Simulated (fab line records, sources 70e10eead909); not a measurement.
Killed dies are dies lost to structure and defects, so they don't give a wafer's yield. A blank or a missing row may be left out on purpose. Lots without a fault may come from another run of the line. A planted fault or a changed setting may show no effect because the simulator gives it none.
Chamber matching | flow nand_harc | NHARC_A_SGD_CUT_ETCHBACK_24 on rie_diel-06: 4 sister chambers
The step etches the open film in CH3F/O2, target depth 50 nm, time 92.857 s. 20 wafers are shown with their chamber, then 10 later ones without.

WAFERS WITH THEIR CHAMBER
wafer  | chamber | drypump_motor_current_A (A) | rf_vpp_V (V) | throttle_valve_pct (%)
L075.2 | 0       | 5.1                         | 246.0        | 20.681
L075.3 | 1       | 4.8                         | 246.2        | 20.670
L075.4 | 3       | 6.4                         | 243.4        | 20.674
L076.1 | 2       | 5.7                         | 244.8        | 20.661
L076.3 | 3       | 6.5                         | 244.1        | 20.655
L076.6 | 3       | 6.4                         | 244.5        | 20.671
L079.1 | 2       | 5.7                         | 243.8        | 20.650
L079.5 | 0       | 5.1                         | 245.7        | 20.656
L079.6 | 1       | 4.8                         | 244.7        | 20.677
L080.4 | 1       | 4.8                         | 248.2        | 20.661
L080.5 | 2       | 5.7                         | 244.2        | 20.656
L080.6 | 3       | 6.4                         | 244.8        | 20.657
L083.1 | 0       | 5.1                         | 247.6        | 20.658
L083.2 | 1       | 4.8                         | 246.7        | 20.671
L083.6 | 2       | 5.7                         | 245.5        | 20.655
L081.3 | 1       | 4.8                         | 245.8        | 20.657
L081.4 | 0       | 5.1                         | 246.1        | 20.660
L081.6 | 2       | 5.7                         | 245.3        | 20.667
L085.2 | 2       | 5.7                         | 243.4        | 20.666
L085.3 | 0       | 5.1                         | 247.0        | 20.677

SIGNATURES (means of the wafers above)
reading                 | chamber 0 | chamber 1 | chamber 2 | chamber 3 | scatter within a chamber
drypump_motor_current_A | 5.100     | 4.800     | 5.700     | 6.425     | 0.0217
rf_vpp_V                | 246.480   | 246.320   | 244.500   | 244.200   | 0.926
throttle_valve_pct      | 20.66640  | 20.66720  | 20.65917  | 20.66425  | 0.00904
Rule: a wafer's distance from a chamber is the root of the sum, over the readings, of the square of ((its reading less the chamber's mean) divided by the reading's scatter). The wafer belongs to the nearest chamber; if the next one is less than 2 further off, it can't be placed. The scatter: the root of (the sum of the squares of (reading less its chamber's mean) over the shown wafers, divided by (wafers less chambers)).

WAFERS WITHOUT THEIR CHAMBER
wafer  | drypump_motor_current_A (A) | rf_vpp_V (V) | throttle_valve_pct (%)
L085.6 | 5.1                         | 247.4        | 20.673
L091.4 | 4.8                         | 245.2        | 20.667
L091.5 | 5.7                         | 244.3        | 20.666
L091.6 | 6.4                         | 245.1        | 20.664
L093.1 | 4.8                         | 246.9        | 20.666
L093.3 | 5.7                         | 243.5        | 20.644
L093.4 | 5.1                         | 246.6        | 20.675
L097.1 | 6.4                         | 244.1        | 20.666
L097.3 | 4.8                         | 246.1        | 20.656
L097.6 | 5.7                         | 245.2        | 20.686

WHICH CHAMBER EACH WENT THROUGH
wafer  | from the rows above | in truth
L085.6 | 0                   | 0
L091.4 | 1                   | 1
L091.5 | 2                   | 2
L091.6 | 3                   | 3
L093.1 | 1                   | 1
L093.3 | 2                   | 2
L093.4 | 0                   | 0
L097.1 | 3                   | 3
L097.3 | 1                   | 1
L097.6 | 2                   | 2
Placed correctly: 10 of 10. Can't be placed from these rows: 0. Placed wrongly: 0.
